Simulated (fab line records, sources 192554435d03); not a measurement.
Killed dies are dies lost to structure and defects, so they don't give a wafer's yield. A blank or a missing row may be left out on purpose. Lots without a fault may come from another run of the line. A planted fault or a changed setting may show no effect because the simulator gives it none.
A struck lot beside a sound one | flow n5_finfet | 15 steps out of a route of 1938
Sound: wafers L578.4, L578.5, L578.6. Struck: wafers L587.1, L587.2, L587.6. The cause comes at the end.
At each step with rows: each side's tool, then ch and its chambers, then its first start. Under that, the readings that differ: sound wafers | struck wafers | difference of the means | sigmas: that difference in standard deviations of wafers without a fault.
alike: readings whose means differ by less than 2 such deviations, and words and numbers that are the same on both sides. not compared: withheld readings, readings that some wafer has no value for, bounds like >300 that may hide the same value, and numbers for which the record gives no deviation and whose values overlap.
The two part at a step that has a row with sigmas, a row that says differs or no value, or rows on one side only. Numbers that don't overlap but have no deviation are shown without sigmas and don't part them. A reading that every wafer of one side lacks parts them only if that side has two wafers or more.

first, 7 steps without rows for these wafers: N5_MOL_CONTACT_COAG_COAT_77 (time 60 s, resist thk 10 nm); N5_MOL_CONTACT_COAG_COAT_78 (resist thk 40 nm); N5_MOL_CONTACT_COAG_EBR_80; N5_MOL_CONTACT_COAG_SOFTBAKE_79 (time 60 s); N5_MOL_CONTACT_COAG_EXPOSE_81 (exposes mask VG, defocus 0 nm); N5_MOL_CONTACT_COAG_PEB_82 (peb time 60 s); N5_MOL_CONTACT_COAG_DEVELOP_83 (develop time 30 s).
N5_MOL_CONTACT_COAG_CD_MEAS_84: target cd 25.1 nm.
  sound on cd_sem-03 ch 0, day 7 23:12; struck on cd_sem-02 ch 0, day 10 06:46
  alike: cd_nm
N5_MOL_CONTACT_COAG_OVL_MEAS_85:
  sound on overlay-02 ch 0, day 7 23:14; struck on overlay-01 ch 0, day 10 06:47
  alike: VG_OVL
N5_MOL_CONTACT_COAG_INSPECT_57: inspects for defects (brightfield).
  sound on defect_inspect-02, day 7 23:17; struck on defect_inspect-01, day 10 06:51
  alike: raw_defect_count
N5_MOL_CONTACT_COAG_DESCUM_88: chemistry O2, time 7 s.
  sound on rie_diel-03 ch 0,3, day 7 23:19; struck on rie_diel-05 ch 0,1,2, day 10 06:53
  alike: bias_power_w, chamber_pressure_mTorr, drypump_motor_current_A, oes_product_au, rf_vpp_V, showerhead_plenum_p_Torr, throttle_valve_pct
  not compared: rf_hours_counter_h
N5_MOL_CONTACT_COAG_ETCH_89: etches underlayer in N2/H2, target depth 13 nm, time 10.4 s.
  sound on rie_diel-03 ch 0,3, day 7 23:21; struck on rie_diel-05 ch 0,1,2, day 10 06:55
  reading                        | sound             | struck            | difference | sigmas
  chamber_pressure_mTorr (mTorr) | 30.02 30.08 30.04 | 29.94 30.03 29.97 | -0.07      | -2
  alike: drypump_motor_current_A, etch_rf_on_time_s, h2_flow_sccm, oes_product_au, rf_vpp_V, showerhead_plenum_p_Torr, throttle_valve_pct
  not compared: rf_hours_counter_h
N5_MOL_CONTACT_COAG_ETCH_90: etches SiARC in CF4, target depth 13 nm, time 21.7 s.
  sound on rie_diel-03 ch 0,3, day 7 23:22; struck on rie_diel-05 ch 0,1,2, day 10 06:56
  reading               | sound          | struck         | difference | sigmas
  etch_rf_on_time_s (s) | 21.2 21.0 21.5 | 13.1 13.1 13.3 | -8.1       | -17
  alike: chamber_pressure_mTorr, drypump_motor_current_A, oes_product_au, rf_vpp_V, showerhead_plenum_p_Torr, throttle_valve_pct
  not compared: rf_hours_counter_h
N5_MOL_CONTACT_COAG_ALD_131: deposits SiO2, target thk 5 nm, pulse time 1 s, co reactant pulse time 1 s.
  sound on ald_sin-01 ch 0,1,2, day 7 23:27; struck on ald_sin-04 ch 1,2, day 10 07:16
  alike: heater_power_w, precursor_pulse_height_rel
-- the record jumps here: 2 days lie between the struck wafers' starts before and after (it left off in module MOL_CONTACT_COAG and takes up again in module BEOL_M4, whose first step shown is number 1111 of the route) --
N5_BEOL_M4_RC_MEAS_101:
  sound on prober-01 ch 0, day 10 16:01; struck on prober-02 ch 0, day 12 18:56
  alike: DIBL_N, DIBL_P, IOFF_N, IOFF_P, ION_N, ION_P, SS_N, SS_P, VT_N, VT_P

WHERE THEY PART
First at N5_MOL_CONTACT_COAG_ETCH_89; last, within this record, at N5_MOL_CONTACT_COAG_ETCH_90. Later steps at which nothing parts them and some readings are alike: N5_MOL_CONTACT_COAG_ALD_131, N5_BEOL_M4_RC_MEAS_101.

WHY: what the simulator had put in
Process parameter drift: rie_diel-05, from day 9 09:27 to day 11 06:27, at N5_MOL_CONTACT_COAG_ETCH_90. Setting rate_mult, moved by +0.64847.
